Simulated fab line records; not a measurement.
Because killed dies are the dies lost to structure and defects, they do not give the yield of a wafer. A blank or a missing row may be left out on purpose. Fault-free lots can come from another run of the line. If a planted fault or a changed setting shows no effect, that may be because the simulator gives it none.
Comparing a struck lot with a sound one    flow nand-harc    19 steps out of a route of 1302
Sound: these wafers, L182.2, L182.4, L182.5. Wafers struck: L192.2, L192.3, L192.4. The cause is given at the end.
Each step with rows lists, per side, the tool, then ch with its chambers, then its first start. Under that, the readings that differ: sound wafers    struck wafers    difference of the means    sigmas: that difference in standard deviations of wafers without a fault.
alike: words and numbers the same on both sides, and readings whose means are apart by under 2 such deviations; not compared: readings that were withheld, readings missing a value for some wafer, numbers with overlapping values and no deviation given by the record, and bounds like >300 which may hide the same value.
A row with sigmas, a row that says differs or no value, or rows on one side alone: a step with any of these is where the two part. Non-overlapping numbers with no deviation appear without sigmas and do not part them. Lack of a reading on every wafer of one side parts them only where that side has two or more wafers.

NHARC_P_GATE_ALD_36: deposits SiNx, target thk 20 nm, pulse time 60 s, ald cycles 223.
  sound on ald-sin-03 ch 0,1, day 5 21:43; struck on ald-sin-03 ch 0,1,3, day 9 23:38
  alike: heater-power-w, precursor-pulse-height-rel
NHARC_P_GATE_ETCHBACK_37: etches the open film in CHF3/O2, target depth 34.5 nm, time 17.2 s.
  sound: rie-diel-01 ch 0,1,3; struck: rie-diel-07 ch 0,1,2
  alike: drypump-motor-current-A, o2-flow-sccm, oes-product-au, rf-vpp-V, showerhead-plenum-p-Torr, throttle-valve-pct
  not compared: rf-hours-counter-h
NHARC_P_GATE_STRIP_101: strips in O2, time 20 s.
  sound on rie-diel-01 ch 0,1,3, day 6 07:20; struck on rie-diel-07 ch 0,1,2, day 10 09:16
  alike: drypump-motor-current-A, o2-flow-sccm, oes-product-au, rf-vpp-V, showerhead-plenum-p-Torr, throttle-valve-pct
  not compared: rf-hours-counter-h
then, 9 steps without rows for these wafers: NHARC_P_GATE_PRECLEAN_97 (cleans in SPM, time 600 s); NHARC_P_GATE_SRD_98; NHARC_P_GATE_PRECLEAN_99 (cleans in SC1); NHARC_P_GATE_SRD_100; NHARC_P_GATE_DEHYDRATE_38 (time 120 s); NHARC_P_GATE_HMDS_39 (time 30 s); NHARC_P_GATE_COAT_40; NHARC_P_GATE_SOFTBAKE_41 (time 95 s); NHARC_P_GATE_EBR_42.
NHARC_P_GATE_EXPOSE_43: exposes mask P NSD, target cd 720 nm.
  sound on krf-scanner-04 ch 0, day 6 08:07; struck on krf-scanner-02 ch 0, day 10 10:02
reading  sound                    struck                            difference  sigmas
mask     P_NSD#0 P_NSD#0 P_NSD#0  P_NSD_R1#0 P_NSD_R1#0 P_NSD_R1#0  differs     
  alike: exposure-dose-mJ-cm2
then, 2 steps without rows for these wafers: NHARC_P_GATE_PEB_44 (peb time 85 s); NHARC_P_GATE_DEVELOP_45 (time 70 s).
NHARC_P_GATE_CD_MEAS_46: the cd target is 720 nm.
  sound on cd-sem-01 ch 0, day 6 08:16; struck on cd-sem-01 ch 0, day 10 10:12
reading     sound              struck             difference  sigmas
cd-nm (nm)  718.6 721.2 718.9  694.3 694.5 696.1  -24.6       -11
then, 1 step without rows for these wafers: NHARC_P_GATE_HARDBAKE_47 (time 80 s).
NHARC_P_GATE_DESCUM_48: chemistry O2, time 3 s.
  sound on rie-diel-01 ch 0,2,3, day 6 08:26; struck on rie-diel-13 ch 0,3, day 10 10:46
reading                  sound            struck             difference  sigmas
model.P_GATE.cd-nm (nm)  718.6 721.2 719  693.4 694.5 695.1  -25.3       
  alike: drypump-motor-current-A, o2-flow-sccm, oes-product-au, rf-vpp-V, showerhead-plenum-p-Torr, throttle-valve-pct
  not compared: rf-hours-counter-h
following that, these wafers have no rows for 1 step: NHARC_P_GATE_IMPLANT_49.

WHERE THEY PART
Last at NHARC_P_GATE_CD_MEAS_46 as far as this record goes, first at NHARC_P_GATE_EXPOSE_43. Later steps at which nothing parts them and some readings are alike: NHARC_P_GATE_DESCUM_48.

WHY: what had been put in by the simulator
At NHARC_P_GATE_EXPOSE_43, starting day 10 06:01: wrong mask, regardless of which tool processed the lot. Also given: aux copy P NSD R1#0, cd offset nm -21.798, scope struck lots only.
